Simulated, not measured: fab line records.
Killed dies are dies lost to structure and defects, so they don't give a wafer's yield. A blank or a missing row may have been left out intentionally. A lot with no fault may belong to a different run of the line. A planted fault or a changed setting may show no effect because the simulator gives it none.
Lot-split experiment -- flow n5 finfet -- 7 lots, 39 wafers read, on a route of 1938 steps

## ON THE SPLIT
At N5_FIN_CUT_CUT_ETCH_15 (etches Si in HBr/Cl2/O2, target depth 100 nm, bt time 10 s, time 42.4 s), the setting time s was moved away from the recipe's 42.4 s on 15 of the 39 wafers read, by -13.9% to +22.9%. This setting was run at the recipe's value on the other wafers.

No step appears in the file between the split and the reading.

## THE READING
SOC_of_FIN_CUT_COAT_18.thk nm (the simulator's own value, which no gauge read), in nm, at N5_FIN_CUT_CUT_ETCH_28 (etches Si in HBr/Cl2/O2, target depth 6 nm, time 2.4 s). No usual value for it is given in the file. Average 168.4 nm, standard deviation 0.59 nm, over the 24 wafers here run with the recipe.

wafer,"tool, chamber at the split","time s as run, s",against the recipe,"SOC_of_FIN_CUT_COAT_18.thk nm, nm",against lot-mates on the recipe
L075.1,"rie si-01, 2",42.4,recipe,169.6,-
L075.2,"rie si-01, 3",50.61,+19.4%,160.6,-8.5
L075.3,"rie si-01, 0",50.61,+19.4%,161.2,-7.9
L075.4,"rie si-01, 1",42.4,recipe,168.6,-
L075.5,"rie si-01, 3",50.61,+19.4%,160.4,-8.7
L075.6,"rie si-01, 2",42.4,recipe,169,-
L080.1,"rie si-05, 0",42.4,recipe,168.6,-
L080.2,"rie si-05, 3",42.4,recipe,168.6,-
L080.6,"rie si-05, 0",42.4,recipe,168.6,-
L084.1,"rie si-02, 2",42.4,recipe,168.4,-
L084.3,"rie si-02, 1",42.4,recipe,168.4,-
L084.4,"rie si-02, 0",42.4,recipe,168.4,-
L084.2,"rie si-02, 3",42.4,recipe,167.8,-
L084.5,"rie si-02, 3",42.4,recipe,167.6,-
L084.6,"rie si-02, 0",42.4,recipe,167.6,-
L086.1,"rie si-05, 3",42.4,recipe,169.2,-
L086.2,"rie si-05, 2",51.45,+21.3%,161,-8.3
L086.4,"rie si-05, 0",51.45,+21.3%,161,-8.3
L086.6,"rie si-05, 2",51.45,+21.3%,161,-8.3
L086.3,"rie si-05, 0",42.4,recipe,169.6,-
L086.5,"rie si-05, 3",42.4,recipe,169,-
L092.1,"rie si-05, 1",42.4,recipe,167.6,-
L092.2,"rie si-05, 3",46.27,+9.1%,164,-3.8
L092.3,"rie si-05, 2",46.27,+9.1%,164.8,-3.0
L092.4,"rie si-05, 0",46.27,+9.1%,164.8,-3.0
L092.5,"rie si-05, 1",42.4,recipe,167.8,-
L092.6,"rie si-05, 0",42.4,recipe,168,-
L093.1,"rie si-05, 1",42.4,recipe,167.8,-
L093.2,"rie si-05, 2",42.4,recipe,168.4,-
L093.3,"rie si-05, 3",52.11,+22.9%,161.4,-6.7
L093.4,"rie si-05, 0",42.4,recipe,168,-
L093.5,"rie si-05, 1",52.11,+22.9%,159.4,-8.7
L093.6,"rie si-05, 2",52.11,+22.9%,158.6,-9.5
L094.1,"rie si-02, 0",42.4,recipe,168.2,-
L094.2,"rie si-02, 2",36.52,-13.9%,174,+5.3
L094.3,"rie si-02, 3",36.52,-13.9%,173.2,+4.5
L094.4,"rie si-02, 1",42.4,recipe,169.2,-
L094.5,"rie si-02, 2",36.52,-13.9%,173.8,+5.1
L094.6,"rie si-02, 1",42.4,recipe,168.6,-

FIT RESULTS
A straight line over all 39 wafers: SOC_of_FIN_CUT_COAT_18.thk nm changes by -0.376 nm for each +1% of time s; r = -0.99; the points scatter about the line by 0.66 nm.
The same after taking each lot's own level away (the mean of its wafers on the recipe; 39 wafers): -0.382 nm for each +1%; r = -0.99; scatter 0.55 nm.
That fit puts the effect of the largest move of time s on the reading at 8.8 nm.
Across the lots, their own levels run from 167.80 to 169.27 nm, a range of 2.5 times the standard deviation given above.
The two slopes agree, so the slope changes little with the lot-to-lot level.
Check: -9.06 nm against its lot-mates is what the line predicts for one of the wafers moved furthest among these (+22.9%) when that wafer is left out of the fit. Against them it came out at -6.67 nm.

## THE WHOLE CHAIN: every reading that the file lists as answering this split, in the file's order
step,what it does,reading,change (the file's fit),r (the file's)
N5_FIN_CUT_CUT_ETCH_15,"etches Si in HBr/Cl2/O2, target depth 100 nm, bt time 10 s, time 42.4 s","FIN_CUT.feature depth nm (the simulator's own value, which no gauge read)",+1.03 nm for each +1% of the setting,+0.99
N5_FIN_CUT_CUT_ETCH_15,"etches Si in HBr/Cl2/O2, target depth 100 nm, bt time 10 s, time 42.4 s","etch.depth nm (the simulator's own value, which no gauge read)",+1.03 nm for each +1% of the setting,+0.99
N5_FIN_CUT_CUT_ETCH_15,"etches Si in HBr/Cl2/O2, target depth 100 nm, bt time 10 s, time 42.4 s","SOC_of_FIN_CUT_COAT_18.thk nm (the simulator's own value, which no gauge read)",-0.385 nm for each +1% of the setting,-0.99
N5_FIN_CUT_CUT_ETCH_28,"etches Si in HBr/Cl2/O2, target depth 6 nm, time 2.4 s","SOC_of_FIN_CUT_COAT_18.thk nm (the simulator's own value, which no gauge read)",-0.384 nm for each +1% of the setting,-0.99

## FILE'S OWN FIT
SOC_of_FIN_CUT_COAT_18.thk nm changes by -0.384 nm for each +1% of time s, r = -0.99.
